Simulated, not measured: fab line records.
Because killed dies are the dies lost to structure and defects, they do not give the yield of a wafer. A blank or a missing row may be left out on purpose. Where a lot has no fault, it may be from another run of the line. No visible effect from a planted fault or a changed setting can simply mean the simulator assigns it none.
A lot that was struck, set against a sound lot / flow n5Finfet / 16 steps out of a route of 1938
Sound: wafers L475.1, L475.2, L475.6. Wafers struck: L484.2, L484.4, L484.5. The cause is named last.
At each step with rows: each side's tool, then ch and its chambers, then its first start. Under that, the readings that differ: sound wafers / struck wafers / difference of the means / sigmas: that difference in standard deviations of wafers without a fault.
alike: a reading whose means differ by less than 2 such deviations, as well as words and numbers matching on both sides. not compared: withheld readings; readings where some wafer has no value; bounds like >300 that might hide an equal value; numbers whose values overlap and for which the record gives no deviation.
Wherever a step has rows on one side only, a row that says differs or no value, or a row with sigmas, the two part there. When numbers do not overlap yet have no deviation, they are printed without sigmas and do not part them. Lack of a reading on every wafer of one side parts them only where that side has two or more wafers.

N5_MOL_CONTACT_COAG_ETCH_106: etches SOC in N2/H2, target depth 80 nm, overetch 16 nm, time 120 s.
  sound on rieDiel-06 ch 0,1, day 5 09:39; struck on rieDiel-02 ch 1,3, day 7 15:02
  alike: drypumpMotorCurrentA, n2FlowSccm, oesProductAu, rfVppV, showerheadPlenumPTorr, throttleValvePct
  not compared: rfHoursCounterH
then, 4 steps without rows for these wafers: N5_MOL_CONTACT_COAG_STRIP_107 (strips in N2/H2); N5_MOL_CONTACT_COAG_STRIP_108 (strips in N2/H2); N5_MOL_CONTACT_COAG_CONTACT_ETCH_14 (etches SiO2 in C4F6/O2, target depth 27.5 nm, overetch 8.5 nm, time 20 s); N5_MOL_CONTACT_COAG_STRIP_109 (strips in C4F6/O2).
N5_MOL_CONTACT_COAG_ETCH_15: etches SiNx in CH3F/O2, stops on Si:P, target depth 7 nm.
  sound on rieDiel-06 ch 0,1, day 5 09:47; struck on rieDiel-02 ch 1,3, day 7 15:10
  alike: drypumpMotorCurrentA, oesProductAu, rfVppV, showerheadPlenumPTorr, throttleValvePct
  not compared: rfHoursCounterH
N5_MOL_CONTACT_COAG_ETCH_110: etches Si in CF4/O2, target depth 2.5 nm, time 8 s.
  sound on rieDiel-06 ch 0,1, day 5 09:51; struck on rieDiel-02 ch 1,3, day 7 15:13
  alike: drypumpMotorCurrentA, oesProductAu, rfVppV, showerheadPlenumPTorr, throttleValvePct
  not compared: rfHoursCounterH
N5_MOL_CONTACT_COAG_STRIP_98: strips in N2/H2.
  sound on rieDiel-06 ch 0,1, day 5 09:54; struck on rieDiel-02 ch 1,3, day 7 15:16
  alike: drypumpMotorCurrentA, n2FlowSccm, oesProductAu, rfVppV, showerheadPlenumPTorr, throttleValvePct
  not compared: rfHoursCounterH
N5_MOL_CONTACT_COAG_CD_MEAS_99: the cd target is 17.2 nm.
  sound on cdSem-02, day 5 09:58; struck on cdSem-03, day 7 15:20
  alike: cdNm
then, 2 steps without rows for these wafers: N5_MOL_CONTACT_COAG_IMPLANT_129; N5_MOL_CONTACT_COAG_PRECLEAN_111 (cleans in NF3:NH3, afs cycles 1, time 20 s, sublimation time 60 s).
N5_MOL_CONTACT_COAG_TI_SIL_19: material Ti, target thk 4.2 nm, time 15 s.
  sound on pvdSputter-03, day 5 10:34; struck on pvdSputter-01, day 7 16:47
  alike: substrateTempC, throttleValvePct
N5_MOL_CONTACT_COAG_ALD_20: deposits TiN, target thk 1.5 nm, pulse time 1 s, purge time 3 s.
  sound on aldMetal-03 ch 2,3, day 5 10:41; struck on aldMetal-03 ch 0,2,3, day 7 16:55
reading=susceptorTempC (C); sound=400.17 399.89 399.99; struck=369.03 369.83 369.44; difference=-30.58; sigmas=-99 or more
  alike: heaterPowerW, precursorPulseHeightRel
then, 1 step without rows for these wafers: N5_MOL_CONTACT_COAG_SIL_ANNEAL_21 (time 60 s).
-- the record jumps here: 5 days lie between the struck wafers' starts before and after (it left off in module MOL_CONTACT_COAG and takes up again in module BEOL_M4, whose first step shown is number 1111 of the route) --
N5_BEOL_M4_RC_MEAS_101:
  sound on prober-01 ch 0, day 9 16:57; struck on prober-02 ch 0, day 12 23:09
  alike: DIBL_N, DIBL_P, IOFF_N, IOFF_P, ION_N, ION_P, SS_N, SS_P, VT_N, VT_P
N5_PASSIVATION_PROBE_49:
  sound wafers here have rows in the record (prober-01, day 14 06:21); struck ones have none

== WHERE THEY PART ==
Last at N5_PASSIVATION_PROBE_49 as far as this record goes, first at N5_MOL_CONTACT_COAG_ALD_20.

WHY: the cause the simulator had injected
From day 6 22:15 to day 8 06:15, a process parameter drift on aldMetal-03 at N5_MOL_CONTACT_COAG_ALD_20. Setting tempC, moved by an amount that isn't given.
